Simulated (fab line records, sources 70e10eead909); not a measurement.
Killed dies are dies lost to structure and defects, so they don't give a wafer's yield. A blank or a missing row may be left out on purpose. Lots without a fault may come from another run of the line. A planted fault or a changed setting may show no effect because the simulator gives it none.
Which tool did it? | flow nand_harc | 14 lots, 42 wafers sampled, at 4 steps of a route of 1159

WHAT THE GAUGES READ, wafer by wafer
The record holds no reading of a measuring or inspecting step that can be judged against a usual standard deviation.

WHICH TOOL RAN EACH LOT (tool, then ch and the chambers of the sampled wafers, then the start)
lot  | NHARC_P_GATE_DEGAS_109       | NHARC_P_GATE_RTA_80              | NHARC_P_GATE_RTA_82              | NHARC_P_CONTACT_EXPOSE_09
L360 | pvd_sputter-02, day 5 10:48  | rtp_anneal-02 ch 0, day 5 11:06  | rtp_anneal-02 ch 0, day 5 11:33  | arfi_scanner-01 ch 0, day 5 13:38
L361 | pvd_sputter-02, day 5 16:34  | rtp_anneal-02 ch 0, day 5 16:53  | rtp_anneal-02 ch 0, day 5 17:35  | arfi_scanner-02 ch 0, day 5 19:14
L363 | pvd_sputter-03, day 6 04:50  | rtp_anneal-01 ch 0, day 6 05:09  | rtp_anneal-02 ch 0, day 6 05:37  | arfi_scanner-02 ch 0, day 6 07:18
L365 | pvd_sputter-03, day 6 15:34  | rtp_anneal-02 ch 0, day 6 15:56  | rtp_anneal-01 ch 0, day 6 16:32  | arfi_scanner-02 ch 0, day 6 18:16
L367 | pvd_sputter-03, day 7 08:56  | rtp_anneal-01 ch 0, day 7 09:16  | rtp_anneal-01 ch 0, day 7 09:50  | arfi_scanner-02, day 7 11:29
L368 | pvd_sputter-03, day 7 09:56  | rtp_anneal-02 ch 0, day 7 10:18  | rtp_anneal-01 ch 0, day 7 10:46  | arfi_scanner-01, day 7 12:25
L373 | pvd_sputter-02, day 8 14:35  | rtp_anneal-02 ch 0, day 8 14:52  | rtp_anneal-02 ch 0, day 8 15:20  | arfi_scanner-01 ch 0, day 8 17:01
L375 | pvd_sputter-01, day 9 07:38  | rtp_anneal-01 ch 0, day 9 08:03  | rtp_anneal-01 ch 0, day 9 08:43  | arfi_scanner-03 ch 0, day 9 10:25
L376 | pvd_sputter-01, day 9 15:28  | rtp_anneal-02 ch 0, day 9 15:45  | rtp_anneal-02 ch 0, day 9 16:13  | arfi_scanner-01 ch 0, day 9 17:53
L377 | pvd_sputter-03, day 9 15:39  | rtp_anneal-01 ch 0, day 9 15:59  | rtp_anneal-02 ch 0, day 9 16:27  | arfi_scanner-02 ch 0, day 9 18:07
L379 | pvd_sputter-01, day 10 05:42 | rtp_anneal-02 ch 0, day 10 06:04 | rtp_anneal-01 ch 0, day 10 06:35 | arfi_scanner-03 ch 0, day 10 08:11
L380 | pvd_sputter-01, day 10 05:59 | rtp_anneal-02 ch 0, day 10 06:24 | rtp_anneal-02 ch 0, day 10 06:52 | arfi_scanner-01 ch 0, day 10 08:35
L381 | pvd_sputter-03, day 10 18:24 | rtp_anneal-02 ch 0, day 10 18:46 | rtp_anneal-02 ch 0, day 10 19:22 | arfi_scanner-02 ch 0, day 10 21:02
L383 | pvd_sputter-01, day 11 00:05 | rtp_anneal-01 ch 0, day 11 00:24 | rtp_anneal-01 ch 0, day 11 00:52 | arfi_scanner-02 ch 0, day 11 02:34
- NHARC_P_GATE_DEGAS_109: time 60 s.
- NHARC_P_GATE_RTA_80: time 30 s.
- NHARC_P_GATE_RTA_82: time 30 s.
- NHARC_P_CONTACT_EXPOSE_09: exposes mask P CA, target cd 90 nm.

WHAT THE TOOLS THEMSELVES READ (means of the sampled wafers that have a number; where no wafer has one, the mark that the record gives instead)
NHARC_P_GATE_DEGAS_109.
lot  | tool           | heater_power_w (W) | susceptor_temp_C (C)
L360 | pvd_sputter-02 | 449                | 299.69
L361 | pvd_sputter-02 | 471                | 299.99
L363 | pvd_sputter-03 | 434                | 300.19
L365 | pvd_sputter-03 | 467                | 299.84
L367 | pvd_sputter-03 | 488                | 299.98
L368 | pvd_sputter-03 | 473                | 300.22
L373 | pvd_sputter-02 | 469                | 299.95
L375 | pvd_sputter-01 | 507                | 299.69
L376 | pvd_sputter-01 | 489                | 299.84
L377 | pvd_sputter-03 | 464                | 299.91
L379 | pvd_sputter-01 | 498                | 299.80
L380 | pvd_sputter-01 | 494                | 299.82
L381 | pvd_sputter-03 | 473                | 300.02
L383 | pvd_sputter-01 | 502                | 299.98

NHARC_P_GATE_RTA_80.
lot  | tool          | anneal_temp_c_max | wafer_temp_C_max
L360 | rtp_anneal-02 | 301.4             | 301.1
L361 | rtp_anneal-02 | 301.6             | 301.2
L363 | rtp_anneal-01 | 301.0             | 301.1
L365 | rtp_anneal-02 | 301.4             | 301.5
L367 | rtp_anneal-01 | 301.2             | 300.9
L368 | rtp_anneal-02 | 301.9             | 301.4
L373 | rtp_anneal-02 | 301.6             | 301.5
L375 | rtp_anneal-01 | 301.3             | 301.3
L376 | rtp_anneal-02 | 301.7             | 301.2
L377 | rtp_anneal-01 | 301.2             | 301.1
L379 | rtp_anneal-02 | 301.7             | 301.2
L380 | rtp_anneal-02 | 301.7             | 301.4
L381 | rtp_anneal-02 | 301.5             | 301.4
L383 | rtp_anneal-01 | 300.7             | 301.1

NHARC_P_GATE_RTA_82.
lot  | tool          | anneal_temp_c_max | lamp_power_pct (%) | wafer_temp_C_max
L360 | rtp_anneal-02 | 452.6             | 3.74               | 452.3
L361 | rtp_anneal-02 | 453.1             | 3.74               | 452.1
L363 | rtp_anneal-02 | 453.2             | 3.74               | 451.7
L365 | rtp_anneal-01 | 452.0             | 3.86               | 451.6
L367 | rtp_anneal-01 | 451.6             | 3.86               | 451.5
L368 | rtp_anneal-01 | 451.5             | 3.86               | 451.4
L373 | rtp_anneal-02 | 452.8             | 3.74               | 451.9
L375 | rtp_anneal-01 | 451.3             | 3.85               | 451.7
L376 | rtp_anneal-02 | 452.7             | 3.74               | 451.9
L377 | rtp_anneal-02 | 452.2             | 3.74               | 451.7
L379 | rtp_anneal-01 | 451.5             | 3.86               | 451.9
L380 | rtp_anneal-02 | 452.7             | 3.74               | 452.1
L381 | rtp_anneal-02 | 452.7             | 3.74               | 452.1
L383 | rtp_anneal-01 | 451.7             | 3.86               | 452.0

NHARC_P_CONTACT_EXPOSE_09.
lot  | tool            | exposure_dose_mJ_cm2 | focus_offset_nm (nm) | stage_vel_mm_s (mm/s)
L360 | arfi_scanner-01 | 81.07                | -0.1                 | 499.88
L361 | arfi_scanner-02 | 81.10                | -0.6                 | 499.71
L363 | arfi_scanner-02 | 81.11                | 0.8                  | 499.80
L365 | arfi_scanner-02 | 81.22                | 0.4                  | 499.96
L367 | arfi_scanner-02 | -                    | -                    | -
L368 | arfi_scanner-01 | -                    | -                    | -
L373 | arfi_scanner-01 | 81.12                | 0.6                  | 500.15
L375 | arfi_scanner-03 | 81.21                | 0.2                  | 499.68
L376 | arfi_scanner-01 | 81.28                | -0.5                 | 499.90
L377 | arfi_scanner-02 | 81.23                | -0.0                 | 499.91
L379 | arfi_scanner-03 | 81.31                | 0.1                  | 500.06
L380 | arfi_scanner-01 | 81.21                | -0.1                 | 500.00
L381 | arfi_scanner-02 | 81.12                | -0.6                 | 499.95
L383 | arfi_scanner-02 | 81.16                | -0.4                 | 499.98

THE ANSWER, worked out from the rows above alone
Rule: what is usual is taken from the lots themselves. Put in order of their means at a reading, lots are off if they are a third of the lots or fewer, leave a main group of 4 or more, and stand apart from it by a gap of 3 or more times the standard deviation of the main group's means; of several such gaps the widest counts. A main group whose means are all the same, to the digits that the tables above print for the reading, isn't used. A lot without any number at a reading at which 4 lots or more have one is off too. The other lots that the step has rows for count as sound. The gauges are gone through in route order, then the tools' own readings, and for those a lot's mean is taken as printed above. The first step at which some lot is off is used, and at that step the reading that is off furthest; a lot without a number counts as furthest.
Off: L367, L368, at NHARC_P_CONTACT_EXPOSE_09 (exposure_dose_mJ_cm2). Without a number there: L367, L368. The main group: mean 81.18, standard deviation 0.073.
A tool fits if, at that step or a process step before it, it ran every lot that is off, and no sound lot after the first of them. None of those tried fits.

WHAT THE SIMULATOR HAD PUT IN
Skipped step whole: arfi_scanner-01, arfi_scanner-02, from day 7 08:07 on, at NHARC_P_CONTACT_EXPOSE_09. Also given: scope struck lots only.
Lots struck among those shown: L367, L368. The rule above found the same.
